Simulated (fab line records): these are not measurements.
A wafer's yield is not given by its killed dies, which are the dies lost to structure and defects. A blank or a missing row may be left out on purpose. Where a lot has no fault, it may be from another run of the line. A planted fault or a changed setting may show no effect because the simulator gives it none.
Chamber matching || flow n5Finfet || N5_BEOL_M6_DEP_56 on pecvd-02: 3 sister chambers
The step deposits SiCN from 3MS/NH3, target thk 10 nm, time 17.5 s. 6 wafers are shown with their chamber, then 11 later ones without.

## WAFERS PAIRED WITH THEIR CHAMBERS
{"wafer": "L085.4", "chamber": 1, "showerheadPlenumPTorr (Torr)": 3.656, "throttleValvePct (%)": 9.8}
{"wafer": "L087.4", "chamber": 1, "showerheadPlenumPTorr (Torr)": 3.653, "throttleValvePct (%)": 9.6}
{"wafer": "L089.4", "chamber": 2, "showerheadPlenumPTorr (Torr)": 3.641, "throttleValvePct (%)": 8.9}
{"wafer": "L086.4", "chamber": 2, "showerheadPlenumPTorr (Torr)": 3.647, "throttleValvePct (%)": 8.7}
{"wafer": "L086.5", "chamber": 0, "showerheadPlenumPTorr (Torr)": 3.672, "throttleValvePct (%)": 9.6}
{"wafer": "L088.1", "chamber": 0, "showerheadPlenumPTorr (Torr)": 3.684, "throttleValvePct (%)": 9.3}

## WAFERS MISSING THEIR CHAMBER
{"wafer": "L088.2", "showerheadPlenumPTorr (Torr)": 3.635, "throttleValvePct (%)": 8.9}
{"wafer": "L088.5", "showerheadPlenumPTorr (Torr)": 3.637, "throttleValvePct (%)": 8.9}
{"wafer": "L091.1", "showerheadPlenumPTorr (Torr)": 3.636, "throttleValvePct (%)": 9.1}
{"wafer": "L091.2", "showerheadPlenumPTorr (Torr)": 3.665, "throttleValvePct (%)": 9.8}
{"wafer": "L091.4", "showerheadPlenumPTorr (Torr)": 3.642, "throttleValvePct (%)": 9.0}
{"wafer": "L093.2", "showerheadPlenumPTorr (Torr)": 3.655, "throttleValvePct (%)": 9.8}
{"wafer": "L093.4", "showerheadPlenumPTorr (Torr)": 3.643, "throttleValvePct (%)": 8.9}
{"wafer": "L093.6", "showerheadPlenumPTorr (Torr)": 3.658, "throttleValvePct (%)": 9.8}
{"wafer": "L096.1", "showerheadPlenumPTorr (Torr)": 3.677, "throttleValvePct (%)": 9.6}
{"wafer": "L096.3", "showerheadPlenumPTorr (Torr)": 3.653, "throttleValvePct (%)": 9.6}
{"wafer": "L096.4", "showerheadPlenumPTorr (Torr)": 3.678, "throttleValvePct (%)": 9.7}

## WHICH CHAMBER EACH ONE RAN IN
{"wafer": "L088.2", "from the rows above": 2, "in truth": 2}
{"wafer": "L088.5", "from the rows above": 2, "in truth": 2}
{"wafer": "L091.1", "from the rows above": 2, "in truth": 2}
{"wafer": "L091.2", "from the rows above": "can't be placed: 1 or 0", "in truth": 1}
{"wafer": "L091.4", "from the rows above": 2, "in truth": 2}
{"wafer": "L093.2", "from the rows above": 1, "in truth": 1}
{"wafer": "L093.4", "from the rows above": 2, "in truth": 2}
{"wafer": "L093.6", "from the rows above": 1, "in truth": 1}
{"wafer": "L096.1", "from the rows above": 0, "in truth": 0}
{"wafer": "L096.3", "from the rows above": 1, "in truth": 1}
{"wafer": "L096.4", "from the rows above": 0, "in truth": 0}
Correctly placed: 10 of 11. These rows do not allow placing 1 (true chamber among the candidates in 1). Wrongly placed: 0.
How it was worked out, from the rows above alone: a wafer's distance from a chamber is the root of the sum, over the readings, of the square of ((its reading less the chamber's mean) divided by the reading's scatter). The wafer belongs to the nearest chamber; if the next one is less than 2 further off, it can't be placed. For every chamber, the mean is computed from those of its wafers that are shown. The scatter: the root of (the sum of the squares of (reading less its chamber's mean) over the shown wafers, divided by (wafers less chambers)).
